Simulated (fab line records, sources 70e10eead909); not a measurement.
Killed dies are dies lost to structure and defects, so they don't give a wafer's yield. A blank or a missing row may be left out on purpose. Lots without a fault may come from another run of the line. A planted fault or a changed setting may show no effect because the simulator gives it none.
Which tool did it? | flow nand_harc | 22 lots, 66 wafers sampled, at 6 steps of a route of 1159

WHAT THE GAUGES READ, wafer by wafer
The record holds no reading of a measuring or inspecting step that can be judged against a usual standard deviation.

WHICH TOOL RAN EACH LOT (tool, then ch and the chambers of the sampled wafers, then the start)
lot  | NHARC_A_STAIRCASE_TRIM_24                     | NHARC_A_STAIRCASE_TRIM_220         | NHARC_A_STAIRCASE_ETCH_223     | NHARC_A_STAIRCASE_HM_OPEN_460  | NHARC_A_STAIRCASE_ETCH_453     | NHARC_A_STAIRCASE_ETCH_315
L074 | rie_diel-06 ch 0,2, day 11 07:47 or earlier   | rie_diel-08 ch 1,3, day 11 07:47   | rie_diel-08 ch 1,3, no start   | rie_diel-08 ch 0,1, no start   | rie_diel-08 ch 0,2, no start   | rie_diel-08 ch 1,2,3, no start
L076 | rie_diel-06 ch 0,2,3, day 11 17:46 or earlier | rie_diel-08 ch 0,3, day 11 17:46   | rie_diel-08 ch 1,3, no start   | rie_diel-08 ch 0,2, no start   | rie_diel-08 ch 1,2,3, no start | rie_diel-08 ch 0,1,2, no start
L077 | rie_diel-08 ch 0,1,3, day 12 01:25 or earlier | rie_diel-08 ch 1,3, day 12 01:25   | rie_diel-08 ch 0,1, no start   | rie_diel-06 ch 0,1,2, no start | rie_diel-08 ch 1,3, no start   | rie_diel-08 ch 1,3, no start
L078 | rie_diel-06 ch 0,1, day 12 01:26 or earlier   | rie_diel-12 ch 2,3, day 12 01:26   | rie_diel-12 ch 0,1,2, no start | rie_diel-12 ch 0,3, no start   | rie_diel-12 ch 0,2,3, no start | rie_diel-12 ch 1,2,3, no start
L080 | rie_diel-12 ch 2,3, day 12 07:32 or earlier   | rie_diel-06 ch 1,2, day 12 07:32   | rie_diel-06 ch 1,3, no start   | rie_diel-06 ch 1,2,3, no start | rie_diel-12 ch 0,1,2, no start | rie_diel-12 ch 1,3, no start
L079 | rie_diel-08 ch 1,2, day 12 08:49 or earlier   | rie_diel-06 ch 1,2, day 12 08:49   | rie_diel-06 ch 0,3, no start   | rie_diel-12 ch 1,2, no start   | rie_diel-08 ch 0,3, no start   | rie_diel-08 ch 1,2, no start
L083 | rie_diel-08 ch 0,2,3, day 12 20:31 or earlier | rie_diel-06 ch 0,3, day 12 20:31   | rie_diel-06 ch 0,1,3, no start | rie_diel-08 ch 1,2, no start   | rie_diel-12 ch 0,1,3, no start | rie_diel-12 ch 0,1,3, no start
L082 | rie_diel-12 ch 0,2,3, day 12 20:07 or earlier | rie_diel-08 ch 0,1,3, day 12 20:07 | rie_diel-08 ch 1,3, no start   | rie_diel-06 ch 1,2,3, no start | rie_diel-06 ch 2,3, no start   | rie_diel-06 ch 0,1,3, no start
L081 | rie_diel-06 ch 1,3, day 13 06:07 or earlier   | rie_diel-08 ch 2,3, day 13 06:07   | rie_diel-08 ch 0,2, no start   | rie_diel-12 ch 0,1,2, no start | rie_diel-06 ch 0,1,2, no start | rie_diel-06 ch 0,1, no start
L085 | rie_diel-12 ch 0,2,3, day 13 16:51 or earlier | rie_diel-12 ch 1,2, day 13 16:51   | rie_diel-12 ch 2,3, no start   | rie_diel-06 ch 1,2,3, no start | rie_diel-08 ch 0,1,2, no start | rie_diel-08 ch 2,3, no start
L084 | rie_diel-12 ch 1,3, day 13 19:04 or earlier   | rie_diel-12 ch 0,2, day 13 19:04   | rie_diel-12 ch 2,3, no start   | rie_diel-08 ch 0,3, no start   | rie_diel-12 ch 0,2, no start   | rie_diel-12 ch 1,2, no start
L087 | rie_diel-12 ch 0,1, day 14 07:58 or earlier   | rie_diel-12 ch 1,3, day 14 07:58   | rie_diel-12 ch 2,3, no start   | rie_diel-08 ch 0,1,2, no start | rie_diel-06 ch 1,2, no start   | rie_diel-06 ch 2,3, no start
L088 | rie_diel-06 ch 0,2, day 14 14:01 or earlier   | rie_diel-06 ch 1,2,3, day 14 14:01 | rie_diel-06 ch 1,3, no start   | rie_diel-08 ch 0,1,2, no start | rie_diel-12 ch 1,2, no start   | rie_diel-12 ch 0,2,3, no start
L089 | rie_diel-08 ch 1,2, day 14 22:24 or earlier   | rie_diel-06 ch 0,2,3, day 14 22:24 | rie_diel-06 ch 0,2,3, no start | rie_diel-06 ch 1,2, no start   | rie_diel-12 ch 0,1,3, no start | rie_diel-12 ch 0,1,3, no start
L090 | rie_diel-08 ch 0,1,2, day 15 09:25 or earlier | rie_diel-08 ch 1,3, day 15 09:25   | rie_diel-08 ch 2,3, no start   | rie_diel-08 ch 1,2, no start   | rie_diel-08 ch 1,2, no start   | rie_diel-08 ch 0,1, no start
L091 | rie_diel-06 ch 0,1,2, day 15 10:16 or earlier | rie_diel-06 ch 0,2,3, day 15 10:16 | rie_diel-06 ch 0,2, no start   | rie_diel-08 ch 1,3, no start   | rie_diel-08 ch 1,3, no start   | rie_diel-08 ch 1,3, no start
L093 | rie_diel-12 ch 1,2,3, day 15 14:05 or earlier | rie_diel-08 ch 0,2,3, day 15 14:05 | rie_diel-08 ch 1,2,3, no start | rie_diel-12 ch 0,1,3, no start | rie_diel-12 ch 0,1,3, no start | rie_diel-12 ch 0,1,3, no start
L092 | rie_diel-08 ch 1,3, day 15 14:55 or earlier   | rie_diel-06 ch 1,2,3, day 15 14:55 | rie_diel-06 ch 0,1,2, no start | rie_diel-12 ch 0,1,3, no start | rie_diel-12 ch 1,2, no start   | rie_diel-12 ch 1,2,3, no start
L094 | rie_diel-12 ch 0,2,3, day 16 00:15 or earlier | rie_diel-08 ch 2,3, day 16 00:15   | rie_diel-08 ch 0,2, no start   | rie_diel-08 ch 0,2,3, no start | rie_diel-06 ch 0,1,3, no start | rie_diel-06 ch 0,1,2, no start
L095 | rie_diel-06 ch 0,3, day 16 00:52 or earlier   | rie_diel-06 ch 2,3, day 16 00:52   | rie_diel-06 ch 1,2,3, no start | rie_diel-12 ch 0,2,3, no start | rie_diel-08 ch 0,1, no start   | rie_diel-08 ch 0,1,3, no start
L097 | rie_diel-06 ch 2,3, day 16 16:44 or earlier   | rie_diel-12 ch 0,1, day 16 16:44   | rie_diel-12 ch 0,1, no start   | rie_diel-08 ch 0,1,3, no start | rie_diel-08 ch 0,1, no start   | rie_diel-08 ch 0,1, no start
L096 | rie_diel-08 ch 0,2,3, day 16 23:16 or earlier | rie_diel-08 ch 0,2,3, day 16 23:16 | rie_diel-08 ch 1,2, no start   | rie_diel-12 ch 1,2,3, no start | rie_diel-06 ch 0,1,3, no start | rie_diel-06 ch 1,2, no start
- NHARC_A_STAIRCASE_TRIM_24: chemistry O2, time 211.2 s.
- NHARC_A_STAIRCASE_TRIM_220: chemistry O2, time 211.2 s.
- NHARC_A_STAIRCASE_ETCH_223: etches the open film in C4F8/O2, target depth 100 nm, time 40.5 s.
- NHARC_A_STAIRCASE_HM_OPEN_460: chemistry O2/COS.
- NHARC_A_STAIRCASE_ETCH_453: etches the open film in CF4/O2, target depth 30 nm, overetch 3 nm, time 16.5 s.
- NHARC_A_STAIRCASE_ETCH_315: etches the open film in C4F8/O2/Ar, target depth 2500 nm, time 607.1 s.

WHAT THE TOOLS THEMSELVES READ (means of the sampled wafers that have a number; where no wafer has one, the mark that the record gives instead)
NHARC_A_STAIRCASE_TRIM_24. Usual: drypump_motor_current_A 5.7 A, standard deviation 0.48; oes_product_au 0.996 a.u., standard deviation 0.0099; rf_vpp_V 57.7 V, standard deviation 0.83; showerhead_plenum_p_Torr 3.53 Torr, standard deviation 0.12; throttle_valve_pct 17.036 %, standard deviation 0.0088.
lot  | tool        | drypump_motor_current_A (A) | oes_product_au (a.u.) | rf_vpp_V (V) | showerhead_plenum_p_Torr (Torr) | throttle_valve_pct (%) | flag
L074 | rie_diel-06 | 5.5                         | 1.010                 | 57.7         | 3.52                            | 17.035                 |
L076 | rie_diel-06 | 5.8                         | 0.991                 | 58.1         | 3.59                            | 17.042                 |
L077 | rie_diel-08 | 5.9                         | 1.001                 | 58.1         | 3.53                            | 17.037                 |
L078 | rie_diel-06 | 5.4                         | 0.992                 | 58.4         | 3.53                            | 17.044                 |
L080 | rie_diel-12 | 5.2                         | 0.994                 | 57.3         | 3.50                            | 17.038                 |
L079 | rie_diel-08 | 6.3                         | 1.007                 | 57.7         | 3.57                            | 17.045                 |
L083 | rie_diel-08 | 5.6                         | 1.001                 | 57.3         | 3.40                            | 17.041                 |
L082 | rie_diel-12 | 5.4                         | 0.989                 | 58.1         | 3.49                            | 17.030                 |
L081 | rie_diel-06 | 5.9                         | 0.994                 | 58.0         | 3.66                            | 17.036                 |
L085 | rie_diel-12 | 5.3                         | 0.997                 | 58.1         | 3.49                            | 17.035                 |
L084 | rie_diel-12 | 5.6                         | 0.980                 | 57.8         | 3.58                            | 17.031                 |
L087 | rie_diel-12 | 5.9                         | 0.982                 | 57.6         | 3.60                            | 17.033                 |
L088 | rie_diel-06 | 5.5                         | 0.994                 | 57.1         | 3.50                            | 17.042                 |
L089 | rie_diel-08 | 6.1                         | 0.991                 | 57.4         | 3.44                            | 17.037                 |
L090 | rie_diel-08 | 6.1                         | 0.996                 | 57.6         | 3.47                            | 17.045                 |
L091 | rie_diel-06 | 5.8                         | 0.998                 | 56.7         | 3.56                            | 17.038                 |
L093 | rie_diel-12 | 5.4                         | 0.999                 | 57.9         | 3.52                            | 17.034                 |
L092 | rie_diel-08 | 5.7                         | 0.993                 | 57.0         | 3.53                            | 17.034                 |
L094 | rie_diel-12 | 5.3                         | 0.995                 | 57.9         | 3.48                            | 17.044                 |
L095 | rie_diel-06 | 5.5                         | 0.997                 | 58.0         | 3.52                            | 17.033                 |
L097 | rie_diel-06 | 6.1                         | 1.010                 | 57.6         | 3.61                            | 17.038                 |
L096 | rie_diel-08 | 5.6                         | 0.995                 | 57.7         | 3.38                            | 17.039                 |

NHARC_A_STAIRCASE_TRIM_220. Usual: drypump_motor_current_A 5.8 A, standard deviation 0.49; oes_product_au 0.998 a.u., standard deviation 0.01; rf_vpp_V 57.9 V, standard deviation 0.89; showerhead_plenum_p_Torr 3.54 Torr, standard deviation 0.12; throttle_valve_pct 17.037 %, standard deviation 0.0093.
lot  | tool        | drypump_motor_current_A (A) | oes_product_au (a.u.) | rf_vpp_V (V) | showerhead_plenum_p_Torr (Torr) | throttle_valve_pct (%) | flag
L074 | rie_diel-08 | 5.7                         | 1.001                 | 57.9         | 3.55                            | 17.036                 |
L076 | rie_diel-08 | 5.6                         | 0.992                 | 58.0         | 3.43                            | 17.040                 |
L077 | rie_diel-08 | 6.1                         | 1.002                 | 57.9         | 3.62                            | 17.029                 |
L078 | rie_diel-12 | 5.0                         | 0.998                 | 58.4         | 3.47                            | 17.040                 |
L080 | rie_diel-06 | 6.0                         | 1.006                 | 58.2         | 3.62                            | 17.031                 |
L079 | rie_diel-06 | 6.0                         | 1.004                 | 57.6         | 3.62                            | 17.035                 |
L083 | rie_diel-06 | 5.8                         | 1.001                 | 57.4         | 3.60                            | 17.040                 |
L082 | rie_diel-08 | 5.9                         | 0.996                 | 58.1         | 3.52                            | 17.040                 |
L081 | rie_diel-08 | 5.4                         | 0.993                 | 56.3         | 3.41                            | 17.034                 |
L085 | rie_diel-12 | 5.7                         | 1.010                 | 58.1         | 3.56                            | 17.040                 |
L084 | rie_diel-12 | 5.6                         | 1.001                 | 58.3         | 3.52                            | 17.035                 |
L087 | rie_diel-12 | 5.2                         | 0.987                 | 57.1         | 3.50                            | 17.031                 |
L088 | rie_diel-06 | 6.1                         | 1.006                 | 58.1         | 3.63                            | 17.040                 |
L089 | rie_diel-06 | 5.8                         | 1.003                 | 57.9         | 3.57                            | 17.038                 |
L090 | rie_diel-08 | 6.1                         | 1.000                 | 58.0         | 3.61                            | 17.032                 |
L091 | rie_diel-06 | 5.8                         | 1.007                 | 57.4         | 3.57                            | 17.038                 |
L093 | rie_diel-08 | 5.6                         | 0.997                 | 57.1         | 3.39                            | 17.045                 |
L092 | rie_diel-06 | 6.0                         | 1.007                 | 59.2         | 3.63                            | 17.029                 |
L094 | rie_diel-08 | 5.4                         | 0.996                 | 57.4         | 3.40                            | 17.040                 |
L095 | rie_diel-06 | 6.1                         | 1.003                 | 58.2         | 3.64                            | 17.031                 |
L097 | rie_diel-12 | 5.9                         | 0.978                 | 58.3         | 3.55                            | 17.035                 |
L096 | rie_diel-08 | 5.6                         | 1.002                 | 57.5         | 3.38                            | 17.032                 |

NHARC_A_STAIRCASE_ETCH_223. Usual: oes_product_au 0.937 a.u., standard deviation 0.012; rf_vpp_V 896 V, standard deviation 4.3.
lot  | tool        | oes_product_au (a.u.) | rf_vpp_V (V) | flag
L074 | rie_diel-08 | 0.929                 | 896          |
L076 | rie_diel-08 | 0.937                 | 900          |
L077 | rie_diel-08 | 0.927                 | 896          |
L078 | rie_diel-12 | 0.927                 | 898          |
L080 | rie_diel-06 | 0.946                 | 900          |
L079 | rie_diel-06 | 0.957                 | 897          |
L083 | rie_diel-06 | 0.944                 | 899          |
L082 | rie_diel-08 | 0.941                 | 899          |
L081 | rie_diel-08 | 0.946                 | 891          |
L085 | rie_diel-12 | 0.935                 | 895          |
L084 | rie_diel-12 | 0.925                 | 893          |
L087 | rie_diel-12 | 0.927                 | 893          |
L088 | rie_diel-06 | 0.939                 | 900          |
L089 | rie_diel-06 | 0.945                 | 897          |
L090 | rie_diel-08 | 0.945                 | 890          |
L091 | rie_diel-06 | 0.935                 | 896          |
L093 | rie_diel-08 | 0.943                 | 894          |
L092 | rie_diel-06 | 0.946                 | 897          |
L094 | rie_diel-08 | 0.933                 | 888          |
L095 | rie_diel-06 | 0.952                 | 899          |
L097 | rie_diel-12 | 0.924                 | 897          |
L096 | rie_diel-08 | 0.935                 | 897          |

NHARC_A_STAIRCASE_HM_OPEN_460. Usual: drypump_motor_current_A 5.8 A, standard deviation 0.51; oes_product_au 0.995 a.u., standard deviation 0.0099; rf_vpp_V 467.0 V, standard deviation 2.4; showerhead_plenum_p_Torr 3.12 Torr, standard deviation 0.11; throttle_valve_pct 28.331 %, standard deviation 0.0089.
lot  | tool        | drypump_motor_current_A (A) | oes_product_au (a.u.) | rf_vpp_V (V) | showerhead_plenum_p_Torr (Torr) | throttle_valve_pct (%) | flag
L074 | rie_diel-08 | 6.1                         | 0.994                 | 466.1        | 3.11                            | 28.337                 |
L076 | rie_diel-08 | 5.8                         | 1.001                 | 464.8        | 2.99                            | 28.334                 |
L077 | rie_diel-06 | 5.8                         | 0.996                 | 467.8        | 3.16                            | 28.333                 |
L078 | rie_diel-12 | 5.4                         | 0.994                 | 466.5        | 3.09                            | 28.339                 |
L080 | rie_diel-06 | 6.0                         | 1.000                 | 469.7        | 3.22                            | 28.334                 |
L079 | rie_diel-12 | 5.8                         | 0.986                 | 469.0        | 3.19                            | 28.333                 |
L083 | rie_diel-08 | 6.3                         | 0.996                 | 467.0        | 3.16                            | 28.334                 |
L082 | rie_diel-06 | 6.0                         | 1.002                 | 468.8        | 3.22                            | 28.325                 |
L081 | rie_diel-12 | 5.8                         | 0.993                 | 467.9        | 3.15                            | 28.327                 |
L085 | rie_diel-06 | 6.0                         | 0.997                 | 469.2        | 3.21                            | 28.333                 |
L084 | rie_diel-08 | 5.6                         | 0.999                 | 465.2        | 3.03                            | 28.321                 |
L087 | rie_diel-08 | 6.1                         | 1.007                 | 465.7        | 3.07                            | 28.328                 |
L088 | rie_diel-08 | 6.1                         | 0.986                 | 466.2        | 3.07                            | 28.341                 |
L089 | rie_diel-06 | 5.9                         | 1.000                 | 468.8        | 3.21                            | 28.337                 |
L090 | rie_diel-08 | 6.1                         | 0.997                 | 465.7        | 3.03                            | 28.333                 |
L091 | rie_diel-08 | 5.7                         | 0.996                 | 468.1        | 3.12                            | 28.336                 |
L093 | rie_diel-12 | 5.5                         | 0.987                 | 467.1        | 3.12                            | 28.331                 |
L092 | rie_diel-12 | 5.5                         | 0.987                 | 467.1        | 3.11                            | 28.336                 |
L094 | rie_diel-08 | 5.6                         | 0.997                 | 464.3        | 2.99                            | 28.327                 |
L095 | rie_diel-12 | 5.3                         | 0.992                 | 465.6        | 3.07                            | 28.322                 |
L097 | rie_diel-08 | 5.9                         | 0.992                 | 467.1        | 3.10                            | 28.333                 |
L096 | rie_diel-12 | 5.4                         | 0.984                 | 467.2        | 3.11                            | 28.319                 |

NHARC_A_STAIRCASE_ETCH_453. Usual: drypump_motor_current_A 5.7 A, standard deviation 0.49; oes_o_777_au 0.999 a.u., standard deviation 0.0051; oes_product_au 0.996 a.u., standard deviation 0.012; rf_vpp_V 197.8 V, standard deviation 1.2; showerhead_plenum_p_Torr 1.33 Torr, standard deviation 0.047; throttle_valve_pct 13.398 %, standard deviation 0.0095.
lot  | tool        | drypump_motor_current_A (A) | oes_o_777_au (a.u.) | oes_product_au (a.u.) | rf_vpp_V (V) | showerhead_plenum_p_Torr (Torr) | throttle_valve_pct (%) | flag
L074 | rie_diel-08 | 5.8                         | 0.998               | 1.000                 | 197.1        | 1.28                            | 13.395                 |
L076 | rie_diel-08 | 5.9                         | 1.000               | 1.001                 | 197.8        | 1.32                            | 13.396                 |
L077 | rie_diel-08 | 5.6                         | 1.001               | 0.991                 | 197.5        | 1.34                            | 13.386                 |
L078 | rie_diel-12 | 5.3                         | 1.001               | 0.989                 | 197.7        | 1.32                            | 13.399                 |
L080 | rie_diel-12 | 5.7                         | 1.004               | 0.980                 | 197.4        | 1.35                            | 13.408                 |
L079 | rie_diel-08 | 5.4                         | 1.000               | 1.002                 | 197.3        | 1.30                            | 13.393                 |
L083 | rie_diel-12 | 5.5                         | 0.996               | 0.986                 | 197.4        | 1.34                            | 13.388                 |
L082 | rie_diel-06 | 6.1                         | 1.001               | 1.003                 | 197.9        | 1.37                            | 13.390                 |
L081 | rie_diel-06 | 5.7                         | 1.006               | 1.003                 | 198.2        | 1.35                            | 13.389                 |
L085 | rie_diel-08 | 6.1                         | 0.997               | 0.996                 | 197.8        | 1.31                            | 13.395                 |
L084 | rie_diel-12 | 5.6                         | 0.999               | 0.993                 | 197.8        | 1.33                            | 13.401                 |
L087 | rie_diel-06 | 6.0                         | 0.996               | 0.999                 | 198.7        | 1.37                            | 13.398                 |
L088 | rie_diel-12 | 5.6                         | 1.000               | 0.995                 | 197.9        | 1.35                            | 13.394                 |
L089 | rie_diel-12 | 5.5                         | 1.000               | 0.982                 | 197.3        | 1.33                            | 13.398                 |
L090 | rie_diel-08 | 6.3                         | 0.993               | 0.997                 | 197.4        | 1.35                            | 13.404                 |
L091 | rie_diel-08 | 5.6                         | 1.002               | 0.999                 | 197.7        | 1.33                            | 13.396                 |
L093 | rie_diel-12 | 5.5                         | 1.001               | 0.979                 | 198.1        | 1.33                            | 13.397                 |
L092 | rie_diel-12 | 5.7                         | 0.997               | 1.005                 | 198.4        | 1.35                            | 13.396                 |
L094 | rie_diel-06 | 5.7                         | 0.998               | 0.997                 | 198.5        | 1.35                            | 13.396                 |
L095 | rie_diel-08 | 6.3                         | 0.997               | 0.985                 | 198.1        | 1.36                            | 13.402                 |
L097 | rie_diel-08 | 6.3                         | 0.998               | 0.997                 | 198.6        | 1.35                            | 13.399                 |
L096 | rie_diel-06 | 5.7                         | 1.000               | 1.000                 | 198.1        | 1.35                            | 13.400                 |

NHARC_A_STAIRCASE_ETCH_315. Usual: oes_product_au 0.927 a.u., standard deviation 0.011; rf_vpp_V 1826 V, standard deviation 9.
lot  | tool        | oes_product_au (a.u.) | rf_vpp_V (V) | flag
L074 | rie_diel-08 | 0.929                 | 1825         |
L076 | rie_diel-08 | 0.936                 | 1822         |
L077 | rie_diel-08 | 0.937                 | 1828         |
L078 | rie_diel-12 | 0.925                 | 1828         |
L080 | rie_diel-12 | 0.926                 | 1831         |
L079 | rie_diel-08 | 0.922                 | 1830         |
L083 | rie_diel-12 | 0.925                 | 1827         |
L082 | rie_diel-06 | 0.926                 | 1831         |
L081 | rie_diel-06 | 0.926                 | 1826         |
L085 | rie_diel-08 | 0.932                 | 1817         |
L084 | rie_diel-12 | 0.914                 | 1833         |
L087 | rie_diel-06 | 0.930                 | 1833         |
L088 | rie_diel-12 | 0.926                 | 1824         |
L089 | rie_diel-12 | 0.910                 | 1826         |
L090 | rie_diel-08 | 0.928                 | 1825         |
L091 | rie_diel-08 | 0.924                 | 1826         |
L093 | rie_diel-12 | 0.926                 | 1826         |
L092 | rie_diel-12 | 0.918                 | 1826         |
L094 | rie_diel-06 | 0.923                 | 1829         |
L095 | rie_diel-08 | 0.935                 | 1825         |
L097 | rie_diel-08 | 0.927                 | 1823         |
L096 | rie_diel-06 | 0.937                 | 1832         |

THE ANSWER, worked out from the rows above alone
Rule: a lot is off if the mean of its wafers that have a number lies more than 3 standard deviations from the usual mean. A lot without any number at a reading at which 4 lots or more have one is off too. The other lots that the step has rows for count as sound. The gauges are gone through in route order, then the tools' own readings, and for those a lot's mean is taken as printed above. The first step at which some lot is off is used, and at that step the reading that is off furthest; a lot without a number counts as furthest.
No lot is off at any reading shown: from this, nothing can be told.

WHAT THE SIMULATOR HAD PUT IN
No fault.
